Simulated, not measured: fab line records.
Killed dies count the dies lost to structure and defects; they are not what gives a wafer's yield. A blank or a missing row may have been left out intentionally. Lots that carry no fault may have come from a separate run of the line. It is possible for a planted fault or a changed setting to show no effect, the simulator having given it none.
One fault seen from 3 desks    flow n5 finfet    what lay behind the numbers comes last; until then each desk has only its own

DESK OF THE TOOL OWNER: rie metal-02
The tool's own readings at N5_MIM_BOT_ETCH_ETCH_03 (etches the open film in Cl2/BCl3, target depth 12 nm): means of the sampled wafers that have a number, for each lot that ran on this tool. Any lot whose mean is over 4 standard deviations away from the usual mean is out of limits and marked OUT; that distance is given in the brackets.
Columns: A = bias w at N5_MIM_BOT_ETCH_ETCH_03, usual 99.99 W; B = drypump motor current A at N5_MIM_BOT_ETCH_ETCH_03, usual 5.79 A; C = he backside leak sccm at N5_MIM_BOT_ETCH_ETCH_03, usual 3.32 sccm; D = oes product au at N5_MIM_BOT_ETCH_ETCH_03, usual 0.75 a.u.; E = throttle valve pct at N5_MIM_BOT_ETCH_ETCH_03, usual 27.6 %
lot   first seen here  A       B     C     D                E
L463  day 13 05:56     100.02  5.52  3.36  0.75             27.3
L464  day 13 21:10     100.07  5.63  3.06  0.88             27.4
L467  day 14 03:50     99.91   5.46  3.45  0.83             27.3
L468  day 14 16:11     100.22  5.54  3.34  0.95 (+4.1) OUT  27.4
This desk's verdict: out of limits on L468, starting with L468 at day 14 16:11 (oes product au at N5_MIM_BOT_ETCH_ETCH_03). In limits: L463, L464, L467.

THE DEFECT DESK
What the inspections along the route counted, lot by lot: means of the sampled wafers that have a number. Any lot whose mean is over 4 standard deviations away from the usual mean is out of limits and marked OUT; that distance is given in the brackets.
Columns: A = raw defect count at N5_MIM_BOT_LITHO_INSPECT_12, usual 2.1
lot   first seen here  A
L462  day 13 01:56     3.3
L463  day 13 05:32     0.3
L464  day 13 20:57     2.0
L467  day 14 03:39     1.0
L468  day 14 15:58     1.5
L476  day 16 16:49     1.7
L482  day 17 14:00     3.0
Finding of this desk: none of the 7 lots has anything out of limits.

FROM THE METROLOGY DESK
What the gauges read for every lot (on any tool): the sampled wafers with a number, averaged. Any lot whose mean is over 4 standard deviations away from the usual mean is out of limits and marked OUT; that distance is given in the brackets.
Columns: A = cd nm at N5_MIM_BOT_LITHO_CD_MEAS_08, usual 3000.4 nm; B = MIM_BOT_OVL at N5_MIM_BOT_LITHO_OVL_MEAS_11, usual -3 nm
lot   first seen here  A       B
L462  day 13 01:53     3001.6  -4
L463  day 13 05:29     3001.5  -3
L464  day 13 20:54     3001.8  -5
L467  day 14 03:35     2998.6  -6
L468  day 14 15:55     3002.2  -12
L476  day 16 16:46     3001.1  -9
L482  day 17 13:57     3001.2  -11
Finding of this desk: none of the 7 lots has anything out of limits.

TAKEN TOGETHER
On L468, at day 14 16:11, an alarm was possible from the tool owner's desk.
The defect desk saw nothing out of limits.
The metrology desk saw nothing out of limits.
The defect desk has L468 on record, within its limits.
The metrology desk holds a record of L468, inside its limits.
All the named lots went through N5_MIM_BOT_ETCH_ETCH_03 on rie metal-02.

WHAT THE SIMULATOR PUT IN
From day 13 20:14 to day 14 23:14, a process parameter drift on rie metal-02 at N5_MIM_BOT_ETCH_ETCH_03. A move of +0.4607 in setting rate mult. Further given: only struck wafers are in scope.
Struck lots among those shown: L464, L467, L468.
Delay in hours, fault start to first out-of-limits reading, by desk: the tool owner's desk at 20.
